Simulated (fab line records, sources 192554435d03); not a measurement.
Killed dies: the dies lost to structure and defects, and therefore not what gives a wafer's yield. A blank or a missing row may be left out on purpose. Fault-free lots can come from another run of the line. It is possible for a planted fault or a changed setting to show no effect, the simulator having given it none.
Which tool is to blame? -- flow n5 finfet -- 24 lots, 72 wafers sampled, at 4 steps of a route of 1938

WHAT EACH GAUGE READ, for each wafer
N5_HKMG_FIN_INSPECT_61: inspects for defects (macro).
lot,measured,on,raw defect count
L074,day 3 21:08,defect inspect-02,4 2 1
L075,day 4 09:22,defect inspect-02,3 2 1
L076,day 4 10:28,defect inspect-02,2 2 0
L077,day 4 17:03,defect inspect-02,0 3 6
L078,day 5 02:01,defect inspect-02,2 2 3
L079,day 5 09:07,defect inspect-02,0 0 2
L080,day 5 15:54,defect inspect-02,1 2 0
L081,day 6 01:29,defect inspect-01,3 0 2
L082,day 6 03:38,defect inspect-01,1 1 4
L083,day 6 05:57,defect inspect-02,3 1 2
L084,day 6 13:50,defect inspect-02,2 5 1
L085,day 6 18:59,defect inspect-02,0 0 4
L086,day 7 01:20,defect inspect-02,2 8 2
L087,day 7 08:46,defect inspect-01,1 0 2
L088,day 7 13:40,defect inspect-02,2 0 1
L089,day 7 21:23,defect inspect-02,0 0 1
L090,day 8 00:49,defect inspect-01,1 1 1
L091,day 8 06:45,defect inspect-02,1 3 1
L092,day 8 11:37,defect inspect-02,0 1 0
L093,day 8 21:23,defect inspect-01,2 3 1
L094,day 9 00:26,defect inspect-02,0 0 4
L095,day 9 07:02,defect inspect-02,1 0 0
L096,day 9 16:17,defect inspect-01,3 0 4
L097,day 9 22:58,defect inspect-01,4 1 0

N5_HKMG_FIN_OVL_MEAS_13.
lot,measured,on,NWFM_OVL (nm)
L074,day 4 00:29,overlay-01,-0.2 2.2 1.0
L075,day 4 12:43,overlay-01,0.0 -0.7 -1.4
L076,day 4 13:52,overlay-02,-0.7 0.3 -0.8
L077,day 4 21:40,overlay-02,0.4 0.9 -0.3
L078,day 5 05:22,overlay-01,-0.3 -0.3 0.2
L079,day 5 12:38,overlay-02,-0.5 0.1 0.0
L080,day 5 21:08,overlay-01,0.2 0.0 -0.4
L081,day 6 04:50,overlay-01,-0.4 -0.9 -0.3
L082,day 6 07:14,overlay-01,0.1 -0.2 0.6
L083,day 6 09:12,overlay-02,0.5 0.2 0.1
L084,day 6 17:29,overlay-02,0.6 -0.4 -1.2
L085,day 6 22:30,overlay-02,-0.2 0.6 -0.1
L086,day 7 04:43,overlay-02,0.3 -0.3 -0.9
L087,day 7 12:16,overlay-02,0.2 0.4 1.2
L088,day 7 17:32,overlay-01,1.2 0.0 0.8
L089,day 8 00:44,overlay-01,0.5 1.5 1.2
L090,day 8 04:39,overlay-02,-0.6 -0.1 0.4
L091,day 8 10:38,overlay-02,-0.7 -0.9 -0.5
L092,day 8 14:58,overlay-02,0.4 0.0 0.1
L093,day 9 00:46,overlay-01,-0.3 -0.4 -0.3
L094,day 9 03:58,overlay-01,1.3 0.9 0.6
L095,day 9 10:32,overlay-02,0.3 0.0 0.0
L096,day 9 19:31,overlay-02,0.7 -0.3 0.2
L097,day 10 02:19,overlay-01,0.6 -0.3 0.0

WHICH TOOL RAN EACH LOT (tool, then ch and the chambers of the sampled wafers, then the start)
lot,N5_SDB_HM_OPEN_20,N5_HKMG_FIN_ALD_75
L074,"rie diel-01 ch 0,1,2, day 3 15:52","ald hk-02 ch 2,3, day 3 20:44"
L075,"rie diel-01 ch 1,3, day 4 04:10","ald hk-01 ch 0,1,3, day 4 08:50"
L076,"rie diel-05 ch 0,1,2, day 4 05:15","ald hk-01 ch 2,3, day 4 09:57"
L077,"rie diel-04 ch 0,1,2, day 4 11:51","ald hk-01 ch 1,2,3, day 4 16:40"
L078,"rie diel-04 ch 2,3, day 4 17:20","ald hk-03 ch 0,2, day 5 01:29"
L079,"rie diel-05 ch 0,1,2, day 5 03:31","ald hk-01 ch 0,2,3, day 5 08:34"
L080,"rie diel-04 ch 2,3, day 5 10:11","ald hk-02 ch 2,3, day 5 15:30"
L081,"rie diel-05 ch 0,2,3, day 5 18:59","ald hk-02 ch 0,1,2, day 6 01:05"
L082,"rie diel-04 ch 0,3, day 5 20:50","ald hk-01 ch 0,1,3, day 6 03:07"
L083,"rie diel-01 ch 1,3, day 6 00:22","ald hk-03 ch 0,3, day 6 05:25"
L084,"rie diel-04 ch 0,2,3, day 6 08:35","ald hk-01 ch 0,3, day 6 13:19"
L085,"rie diel-05 ch 1,2, day 6 13:26","ald hk-03 ch 0,2,3, day 6 18:28"
L086,"rie diel-05 ch 1,2,3, day 6 19:53","ald hk-02 ch 2,3, day 7 00:56"
L087,"rie diel-04 ch 0,1, day 7 03:04","ald hk-02 ch 0,2, day 7 08:15"
L088,"rie diel-05 ch 0,2,3, day 7 08:25","ald hk-02 ch 0,2,3, day 7 13:09"
L089,"rie diel-04 ch 0,1,2, day 7 16:10","ald hk-02 ch 1,2,3, day 7 20:52"
L090,"rie diel-05 ch 0,1,3, day 7 19:16","ald hk-02 ch 0,2, day 8 00:18"
L091,"rie diel-04 ch 0,3, day 8 00:55","ald hk-03 ch 0,1,3, day 8 06:21"
L092,"rie diel-05 ch 2,3, day 8 06:02","ald hk-01 ch 0,1,3, day 8 11:08"
L093,"rie diel-05 ch 2,3, day 8 13:14","ald hk-03 ch 1,3, day 8 20:52"
L094,"rie diel-04 ch 0,1,3, day 8 17:14","ald hk-03 ch 0,1,3, day 8 23:55"
L095,"rie diel-04 ch 1,2, day 9 01:38","ald hk-01 ch 1,2, day 9 06:38"
L096,"rie diel-05 ch 1,2, day 9 09:28","ald hk-03 ch 0,2, day 9 15:53"
L097,"rie diel-05 ch 1,2, day 9 17:44","ald hk-01 ch 0,2,3, day 9 22:26"
- N5_SDB_HM_OPEN_20: chemistry CH3F/O2, target SiNx, stops on poly-Si, target depth 24 nm.
- N5_HKMG_FIN_ALD_75: deposits Al2O3, target thk 1 nm, co reactant pulse time 1 s.

AS READ BY THE TOOLS THEMSELVES (means over the sampled wafers that have a number; for cases with no such wafer, the mark the record gives instead)
N5_SDB_HM_OPEN_20.
lot,tool,drypump motor current A (A),oes product au (a.u.),rf fwd power W (W),rf vpp V (V),showerhead plenum p Torr (Torr),throttle valve pct (%)
L074,rie diel-01,6.2,0.70,391.6,298.0,2.03,16.47
L075,rie diel-01,6.1,0.69,391.2,298.3,2.00,16.51
L076,rie diel-05,6.2,0.66,392.4,300.1,2.01,16.27
L077,rie diel-04,6.0,0.62,392.7,296.7,1.99,16.24
L078,rie diel-04,5.7,0.59,391.4,294.2,2.07,16.14
L079,rie diel-05,6.2,0.65,393.2,300.3,2.01,16.28
L080,rie diel-04,5.7,0.59,392.2,296.4,2.08,16.15
L081,rie diel-05,5.9,0.67,392.2,297.6,2.02,16.29
L082,rie diel-04,6.3,0.60,392.4,297.0,1.96,16.15
L083,rie diel-01,6.1,0.69,391.3,296.8,2.00,16.52
L084,rie diel-04,6.0,0.59,392.0,296.8,2.01,16.17
L085,rie diel-05,6.5,0.63,393.4,298.8,2.03,16.37
L086,rie diel-05,6.2,0.63,392.9,300.2,2.06,16.42
L087,rie diel-04,6.0,0.63,391.0,297.5,1.97,16.42
L088,rie diel-05,5.9,0.67,391.7,298.2,2.02,16.31
L089,rie diel-04,6.0,0.59,392.0,295.9,1.98,16.31
L090,rie diel-05,5.8,0.64,393.2,300.9,2.04,16.38
L091,rie diel-04,6.3,0.59,392.2,297.4,1.95,16.17
L092,rie diel-05,6.3,0.65,391.5,296.9,2.03,16.40
L093,rie diel-05,6.3,0.64,392.0,296.7,2.03,16.40
L094,rie diel-04,6.0,0.61,392.3,297.6,1.99,16.32
L095,rie diel-04,5.7,0.69,391.0,296.9,2.02,16.32
L096,rie diel-05,6.5,0.68,392.5,298.5,2.02,16.26
L097,rie diel-05,6.4,0.72,393.1,300.8,2.03,16.15

N5_HKMG_FIN_ALD_75.
lot,tool,heater power w (W),precursor pulse height rel,susceptor temp C (C)
L074,ald hk-02,148,0.995,149.86
L075,ald hk-01,157,0.999,149.84
L076,ald hk-01,173,1.001,149.88
L077,ald hk-01,163,0.985,150.04
L078,ald hk-03,147,0.988,149.96
L079,ald hk-01,163,0.977,149.94
L080,ald hk-02,146,1.001,150.05
L081,ald hk-02,158,0.999,150.04
L082,ald hk-01,156,1.019,149.91
L083,ald hk-03,144,0.995,150.00
L084,ald hk-01,156,0.994,149.91
L085,ald hk-03,149,0.969,149.95
L086,ald hk-02,158,1.010,150.13
L087,ald hk-02,154,1.004,149.90
L088,ald hk-02,152,0.999,149.90
L089,ald hk-02,152,0.990,149.94
L090,ald hk-02,155,1.023,149.99
L091,ald hk-03,148,1.009,150.00
L092,ald hk-01,155,0.989,150.05
L093,ald hk-03,154,1.002,150.03
L094,ald hk-03,147,1.005,149.95
L095,ald hk-01,156,1.004,150.07
L096,ald hk-03,146,1.019,149.96
L097,ald hk-01,164,1.031,149.91

THE ANSWER, worked out from the rows above alone
Rule: the usual values come from the lots themselves. The widest of any qualifying gaps counts: lots, ordered by their means at a reading, are off when they make up no more than a third of the lots, leave a main group of 4 or more, and stand apart from it by 3 or more times the standard deviation of that group's means. A main group whose means are all the same, to the digits that the tables above print for the reading, isn't used. Also off: a lot with no number at a reading for which 4 or more lots have one. All remaining lots with rows at the step are treated as sound. After the gauges, taken in route order, come the tools' own readings; for these a lot's mean is taken, as printed above. At the first step where some lot is off, the reading lying furthest off is the one used; lots without a number count as furthest.
None of the lots is off at any reading shown; this tells nothing.

WHAT THE SIMULATOR HAD INSERTED
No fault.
